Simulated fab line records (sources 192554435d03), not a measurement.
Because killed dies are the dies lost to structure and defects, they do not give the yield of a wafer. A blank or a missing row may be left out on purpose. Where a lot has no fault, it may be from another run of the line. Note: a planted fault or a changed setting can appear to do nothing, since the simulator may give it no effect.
Matching of chambers -- flow n5 finfet -- N5_FIN_SAQP_ETCH_65 on rie si-01 has 4 sister chambers
The step etches SiO2 in CF4, target depth 4 nm, time 4.4 s. 4 wafers are shown with their chamber, then 7 later ones without.

== WAFERS, EACH WITH ITS CHAMBER ==
wafer,chamber,throttle valve pct (%)
L089.2,1,21.80
L089.5,3,22.29
L091.3,2,21.64
L091.4,0,21.62

== WAFERS WITH NO CHAMBER GIVEN ==
wafer,throttle valve pct (%)
L091.6,22.29
L092.3,21.64
L092.5,21.66
L092.6,21.81
L096.1,22.28
L096.5,21.82
L096.6,21.62

== EACH ONE'S CHAMBER ==
wafer,from the rows above,in truth
L091.6,3,3
L092.3,can't be placed: 2 or 0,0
L092.5,can't be placed: 2 or 0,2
L092.6,1,1
L096.1,3,3
L096.5,1,1
L096.6,can't be placed: 0 or 2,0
Correct placement for 4 of the 7. Cannot be placed on the basis of these rows: 3; the candidates contain the true chamber in 3. 0 placed wrongly.
How it was worked out, from the rows above alone: a wafer's distance from a chamber is the root of the sum, over the readings, of the square of ((its reading less the chamber's mean) divided by the reading's scatter). If the next closest chamber is less than 2 further off than the closest, the wafer can't be placed; otherwise it belongs to the closest. Each chamber's mean is taken over the wafers shown for it. The scatter (one wafer shown for each chamber): square how far every hidden wafer sits from the nearest shown wafer, average those squares and take the square root.
